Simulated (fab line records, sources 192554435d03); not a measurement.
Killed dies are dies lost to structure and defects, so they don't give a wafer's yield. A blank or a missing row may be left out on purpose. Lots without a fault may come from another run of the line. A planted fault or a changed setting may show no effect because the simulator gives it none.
Chamber matching | flow n5_finfet | N5_STI_FIN_REVEAL_STRIP_24 on rie_diel-02: 4 sister chambers
The step strips in N2/H2, time 90 s. 4 wafers are shown with their chamber, then 8 later ones without.

WAFERS WITH THEIR CHAMBER
wafer  | chamber | showerhead_plenum_p_Torr (Torr)
L087.6 | 3       | 3.52
L088.3 | 2       | 3.21
L088.4 | 0       | 3.25
L089.1 | 1       | 3.40

WAFERS WITHOUT THEIR CHAMBER
wafer  | showerhead_plenum_p_Torr (Torr)
L089.4 | 3.52
L089.6 | 3.21
L094.3 | 3.52
L094.5 | 3.39
L094.6 | 3.20
L095.2 | 3.20
L095.5 | 3.52
L095.6 | 3.24

WHICH CHAMBER EACH WENT THROUGH
wafer  | from the rows above | in truth
L089.4 | 3                   | 3
L089.6 | 2                   | 2
L094.3 | 3                   | 3
L094.5 | 1                   | 1
L094.6 | 2                   | 2
L095.2 | 2                   | 2
L095.5 | 3                   | 3
L095.6 | 0                   | 0
Placed correctly: 8 of 8. Can't be placed from these rows: 0. Placed wrongly: 0.
How it was worked out, from the rows above alone: a wafer's distance from a chamber is the root of the sum, over the readings, of the square of ((its reading less the chamber's mean) divided by the reading's scatter). The wafer belongs to the nearest chamber; if the next one is less than 2 further off, it can't be placed. A chamber's mean is the mean of its shown wafers. The scatter: with one shown wafer a chamber, the root of the mean of the squares of how far each hidden wafer lies from its nearest shown one.
